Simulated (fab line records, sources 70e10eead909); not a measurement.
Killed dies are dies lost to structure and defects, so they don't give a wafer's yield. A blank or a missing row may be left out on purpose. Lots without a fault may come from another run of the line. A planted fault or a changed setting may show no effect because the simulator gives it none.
A struck lot beside a sound one | flow nand_harc | 15 steps out of a route of 1302
Sound: wafers L672.3, L672.5, L672.6. Struck: wafers L676.2, L676.4, L676.6. The cause comes at the end.
At each step with rows: each side's tool, then ch and its chambers, then its first start. Under that, the readings that differ: sound wafers | struck wafers | difference of the means | sigmas: that difference in standard deviations of wafers without a fault.
alike: readings whose means differ by less than 2 such deviations, and words and numbers that are the same on both sides. not compared: withheld readings, readings that some wafer has no value for, bounds like >300 that may hide the same value, and numbers for which the record gives no deviation and whose values overlap.
The two part at a step that has a row with sigmas, a row that says differs or no value, or rows on one side only. Numbers that don't overlap but have no deviation are shown without sigmas and don't part them. A reading that every wafer of one side lacks parts them only if that side has two wafers or more.

first, 5 steps without rows for these wafers: NHARC_P_GATE_SOFTBAKE_06 (time 95 s); NHARC_P_GATE_EBR_07; NHARC_P_GATE_EXPOSE_08 (exposes mask P HV); NHARC_P_GATE_PEB_09 (peb time 85 s); NHARC_P_GATE_DEVELOP_10 (time 70 s).
NHARC_P_GATE_CD_MEAS_11: target cd 1640 nm.
  sound on cd_sem-01 ch 0, day 4 05:29; struck on cd_sem-01 ch 0, day 6 01:56
  alike: cd_nm
then, 1 step without rows for these wafers: NHARC_P_GATE_HARDBAKE_12 (time 80 s).
NHARC_P_GATE_DESCUM_13: chemistry O2, time 3 s.
  sound on rie_diel-08 ch 0,1,2, day 4 05:41; struck on rie_diel-11 ch 0,2, day 6 02:06
  alike: drypump_motor_current_A, oes_product_au, rf_vpp_V, showerhead_plenum_p_Torr, throttle_valve_pct
  not compared: rf_hours_counter_h
then, 4 steps without rows for these wafers: NHARC_P_GATE_ETCH_14 (etches SiO2 in dHF, target depth 48.8 nm); NHARC_P_GATE_STRIP_15 (strips in SPM, time 780 s); NHARC_P_GATE_PRECLEAN_71 (cleans in SC1); NHARC_P_GATE_SRD_72.
NHARC_P_GATE_OXIDE_16: material SiO2, target thk 3 nm, ox time 392 s.
  sound on furnace-02 ch 0, day 4 09:27; struck on furnace-04 ch 0, day 6 05:50
  reading               | sound             | struck            | difference | sigmas
  spike_tc_bottom_C (C) | 898.7 899.8 897.8 | 904.6 904.1 903.8 | +5.4       | +2
  spike_tc_centre_C (C) | 875.3 874.9 874.3 | 887.5 888.2 886.8 | +12.7      | +9
  spike_tc_lower_C (C)  | 875.9 874.4 875.4 | 884.7 884.6 885.8 | +9.8       | +7
  spike_tc_top_C (C)    | 885.4 886.6 886.9 | 898.1 898.0 898.9 | +12.0      | +7
  spike_tc_upper_C (C)  | 876.1 877.2 873.1 | 885.4 885.6 885.8 | +10.1      | +9
  alike: zone_power_centre_pct
then, 1 step without rows for these wafers: NHARC_P_GATE_CVD_17 (deposits poly-Si, target thk 150 nm, time 900 s).
-- the record jumps here: 19 days lie between the struck wafers' starts before and after (it left off in module P_GATE and takes up again in module END, whose first step shown is number 1302 of the route) --
NHARC_END_SORT_01:
  the record has rows for the struck wafers here (prober-01 ch 0, day 25 17:05) and none for the sound ones

WHERE THEY PART
First at NHARC_P_GATE_OXIDE_16; last, within this record, at NHARC_END_SORT_01.

WHY: what the simulator had put in
Process parameter drift: furnace-04, from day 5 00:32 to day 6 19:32, at NHARC_P_GATE_OXIDE_16. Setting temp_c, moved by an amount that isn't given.
